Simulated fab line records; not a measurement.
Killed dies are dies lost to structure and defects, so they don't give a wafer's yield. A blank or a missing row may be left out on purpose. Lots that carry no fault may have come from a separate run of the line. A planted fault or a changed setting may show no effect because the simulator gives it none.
Split-lot study :: flow n5_finfet :: 7 lots, 39 wafers read, on a route of 1938 steps

ON THE SPLIT
At N5_FIN_SAQP_ALD_61 (deposits SiO2, target thk 4 nm, pulse time 1 s, purge time 2 s), the setting ald_cycles was moved away from the recipe's 43 on 15 of the 39 wafers read, by -16.3% to +9.3%. For the rest of the wafers, this setting stayed at what the recipe calls for.

The reading comes from the split's own step.

THE READING
SiO2_of_FIN_SAQP_ALD_61.thk_nm (the simulator's own value, which no gauge read), in nm, at N5_FIN_SAQP_ALD_61 (deposits SiO2, target thk 4 nm, pulse time 1 s, purge time 2 s). The file gives no usual value for it. The 24 wafers here that ran the recipe average 3.994 nm, standard deviation 0.016 nm.

wafer: L079.1
tool, chamber at the split: ald_sin-03, 1
ald_cycles as run: 45
against the recipe: +4.7%
SiO2_of_FIN_SAQP_ALD_61.thk_nm, nm: 4.212
against lot-mates on the recipe: +0.216

wafer: L079.2
tool, chamber at the split: ald_sin-03, 3
ald_cycles as run: 43
against the recipe: recipe
SiO2_of_FIN_SAQP_ALD_61.thk_nm, nm: 4.007
against lot-mates on the recipe: -

wafer: L079.3
tool, chamber at the split: ald_sin-03, 2
ald_cycles as run: 43
against the recipe: recipe
SiO2_of_FIN_SAQP_ALD_61.thk_nm, nm: 3.984
against lot-mates on the recipe: -

wafer: L079.4
tool, chamber at the split: ald_sin-03, 0
ald_cycles as run: 45
against the recipe: +4.7%
SiO2_of_FIN_SAQP_ALD_61.thk_nm, nm: 4.164
against lot-mates on the recipe: +0.168

wafer: L079.5
tool, chamber at the split: ald_sin-03, 3
ald_cycles as run: 43
against the recipe: recipe
SiO2_of_FIN_SAQP_ALD_61.thk_nm, nm: 3.996
against lot-mates on the recipe: -

wafer: L079.6
tool, chamber at the split: ald_sin-03, 2
ald_cycles as run: 45
against the recipe: +4.7%
SiO2_of_FIN_SAQP_ALD_61.thk_nm, nm: 4.172
against lot-mates on the recipe: +0.176

wafer: L080.1
tool, chamber at the split: ald_sin-04, 3
ald_cycles as run: 43
against the recipe: recipe
SiO2_of_FIN_SAQP_ALD_61.thk_nm, nm: 4.012
against lot-mates on the recipe: -

wafer: L080.2
tool, chamber at the split: ald_sin-04, 1
ald_cycles as run: 41
against the recipe: -4.7%
SiO2_of_FIN_SAQP_ALD_61.thk_nm, nm: 3.811
against lot-mates on the recipe: -0.186

wafer: L080.3
tool, chamber at the split: ald_sin-04, 2
ald_cycles as run: 43
against the recipe: recipe
SiO2_of_FIN_SAQP_ALD_61.thk_nm, nm: 3.976
against lot-mates on the recipe: -

wafer: L080.4
tool, chamber at the split: ald_sin-04, 0
ald_cycles as run: 43
against the recipe: recipe
SiO2_of_FIN_SAQP_ALD_61.thk_nm, nm: 4.003
against lot-mates on the recipe: -

wafer: L080.5
tool, chamber at the split: ald_sin-04, 0
ald_cycles as run: 41
against the recipe: -4.7%
SiO2_of_FIN_SAQP_ALD_61.thk_nm, nm: 3.823
against lot-mates on the recipe: -0.174

wafer: L080.6
tool, chamber at the split: ald_sin-04, 1
ald_cycles as run: 41
against the recipe: -4.7%
SiO2_of_FIN_SAQP_ALD_61.thk_nm, nm: 3.825
against lot-mates on the recipe: -0.172

wafer: L082.1
tool, chamber at the split: ald_sin-03, 1
ald_cycles as run: 43
against the recipe: recipe
SiO2_of_FIN_SAQP_ALD_61.thk_nm, nm: 3.993
against lot-mates on the recipe: -

wafer: L082.2
tool, chamber at the split: ald_sin-03, 3
ald_cycles as run: 38
against the recipe: -11.6%
SiO2_of_FIN_SAQP_ALD_61.thk_nm, nm: 3.541
against lot-mates on the recipe: -0.461

wafer: L082.3
tool, chamber at the split: ald_sin-03, 2
ald_cycles as run: 38
against the recipe: -11.6%
SiO2_of_FIN_SAQP_ALD_61.thk_nm, nm: 3.542
against lot-mates on the recipe: -0.460

wafer: L082.4
tool, chamber at the split: ald_sin-03, 0
ald_cycles as run: 43
against the recipe: recipe
SiO2_of_FIN_SAQP_ALD_61.thk_nm, nm: 3.995
against lot-mates on the recipe: -

wafer: L082.5
tool, chamber at the split: ald_sin-03, 1
ald_cycles as run: 43
against the recipe: recipe
SiO2_of_FIN_SAQP_ALD_61.thk_nm, nm: 4.017
against lot-mates on the recipe: -

wafer: L082.6
tool, chamber at the split: ald_sin-03, 2
ald_cycles as run: 38
against the recipe: -11.6%
SiO2_of_FIN_SAQP_ALD_61.thk_nm, nm: 3.53
against lot-mates on the recipe: -0.472

wafer: L085.2
tool, chamber at the split: ald_sin-03, 1
ald_cycles as run: 43
against the recipe: recipe
SiO2_of_FIN_SAQP_ALD_61.thk_nm, nm: 3.978
against lot-mates on the recipe: -

wafer: L085.5
tool, chamber at the split: ald_sin-03, 1
ald_cycles as run: 43
against the recipe: recipe
SiO2_of_FIN_SAQP_ALD_61.thk_nm, nm: 3.99
against lot-mates on the recipe: -

wafer: L085.6
tool, chamber at the split: ald_sin-03, 0
ald_cycles as run: 43
against the recipe: recipe
SiO2_of_FIN_SAQP_ALD_61.thk_nm, nm: 3.966
against lot-mates on the recipe: -

wafer: L087.1
tool, chamber at the split: ald_sin-01, 2
ald_cycles as run: 47
against the recipe: +9.3%
SiO2_of_FIN_SAQP_ALD_61.thk_nm, nm: 4.369
against lot-mates on the recipe: +0.387

wafer: L087.2
tool, chamber at the split: ald_sin-01, 0
ald_cycles as run: 47
against the recipe: +9.3%
SiO2_of_FIN_SAQP_ALD_61.thk_nm, nm: 4.365
against lot-mates on the recipe: +0.383

wafer: L087.3
tool, chamber at the split: ald_sin-01, 1
ald_cycles as run: 43
against the recipe: recipe
SiO2_of_FIN_SAQP_ALD_61.thk_nm, nm: 3.964
against lot-mates on the recipe: -

wafer: L087.4
tool, chamber at the split: ald_sin-01, 3
ald_cycles as run: 47
against the recipe: +9.3%
SiO2_of_FIN_SAQP_ALD_61.thk_nm, nm: 4.349
against lot-mates on the recipe: +0.367

wafer: L087.5
tool, chamber at the split: ald_sin-01, 1
ald_cycles as run: 43
against the recipe: recipe
SiO2_of_FIN_SAQP_ALD_61.thk_nm, nm: 4.002
against lot-mates on the recipe: -

wafer: L087.6
tool, chamber at the split: ald_sin-01, 0
ald_cycles as run: 43
against the recipe: recipe
SiO2_of_FIN_SAQP_ALD_61.thk_nm, nm: 3.979
against lot-mates on the recipe: -

wafer: L090.1
tool, chamber at the split: ald_sin-03, 0,2
ald_cycles as run: 43
against the recipe: recipe
SiO2_of_FIN_SAQP_ALD_61.thk_nm, nm: 3.991
against lot-mates on the recipe: -

wafer: L090.6
tool, chamber at the split: ald_sin-03, 0,2
ald_cycles as run: 43
against the recipe: recipe
SiO2_of_FIN_SAQP_ALD_61.thk_nm, nm: 3.991
against lot-mates on the recipe: -

wafer: L090.2
tool, chamber at the split: ald_sin-03, 3
ald_cycles as run: 43
against the recipe: recipe
SiO2_of_FIN_SAQP_ALD_61.thk_nm, nm: 4.002
against lot-mates on the recipe: -

wafer: L090.3
tool, chamber at the split: ald_sin-03, 2
ald_cycles as run: 43
against the recipe: recipe
SiO2_of_FIN_SAQP_ALD_61.thk_nm, nm: 3.999
against lot-mates on the recipe: -

wafer: L090.4
tool, chamber at the split: ald_sin-03, 1
ald_cycles as run: 43
against the recipe: recipe
SiO2_of_FIN_SAQP_ALD_61.thk_nm, nm: 4.008
against lot-mates on the recipe: -

wafer: L090.5
tool, chamber at the split: ald_sin-03, 1
ald_cycles as run: 43
against the recipe: recipe
SiO2_of_FIN_SAQP_ALD_61.thk_nm, nm: 4.032
against lot-mates on the recipe: -

wafer: L096.1
tool, chamber at the split: ald_sin-03, 3
ald_cycles as run: 43
against the recipe: recipe
SiO2_of_FIN_SAQP_ALD_61.thk_nm, nm: 3.993
against lot-mates on the recipe: -

wafer: L096.2
tool, chamber at the split: ald_sin-03, 0
ald_cycles as run: 36
against the recipe: -16.3%
SiO2_of_FIN_SAQP_ALD_61.thk_nm, nm: 3.34
against lot-mates on the recipe: -0.650

wafer: L096.3
tool, chamber at the split: ald_sin-03, 1
ald_cycles as run: 43
against the recipe: recipe
SiO2_of_FIN_SAQP_ALD_61.thk_nm, nm: 3.998
against lot-mates on the recipe: -

wafer: L096.4
tool, chamber at the split: ald_sin-03, 2
ald_cycles as run: 43
against the recipe: recipe
SiO2_of_FIN_SAQP_ALD_61.thk_nm, nm: 3.978
against lot-mates on the recipe: -

wafer: L096.5
tool, chamber at the split: ald_sin-03, 0
ald_cycles as run: 36
against the recipe: -16.3%
SiO2_of_FIN_SAQP_ALD_61.thk_nm, nm: 3.296
against lot-mates on the recipe: -0.694

wafer: L096.6
tool, chamber at the split: ald_sin-03, 3
ald_cycles as run: 36
against the recipe: -16.3%
SiO2_of_FIN_SAQP_ALD_61.thk_nm, nm: 3.33
against lot-mates on the recipe: -0.660
When a row names more than one chamber, that row covers several wafers, and the file does not tell which wafer ran in which chamber.

FIT RESULTS
A straight line over all 39 wafers: SiO2_of_FIN_SAQP_ALD_61.thk_nm changes by +0.0403 nm for each +1% of ald_cycles; r = +1.00; the points scatter about the line by 0.017 nm.
The same after taking each lot's own level away (the mean of its wafers on the recipe; 39 wafers): +0.0406 nm for each +1%; r = +1.00; scatter 0.014 nm.
That fit puts the effect of the largest move of ald_cycles on the reading at 0.66 nm.
Across the lots, their own levels run from 3.9780 to 4.0038 nm, a range of 1.7 times the standard deviation given above.
The two slopes agree, so the slope changes little with the lot-to-lot level.
Check: -0.662 nm against its lot-mates is what the line predicts for one of the wafers moved furthest among these (-16.3%) when that wafer is left out of the fit. It came out at -0.65 nm against them.

FILE'S OWN FIT
SiO2_of_FIN_SAQP_ALD_61.thk_nm changes by +0.0405 nm for each +1% of ald_cycles, r = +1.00.
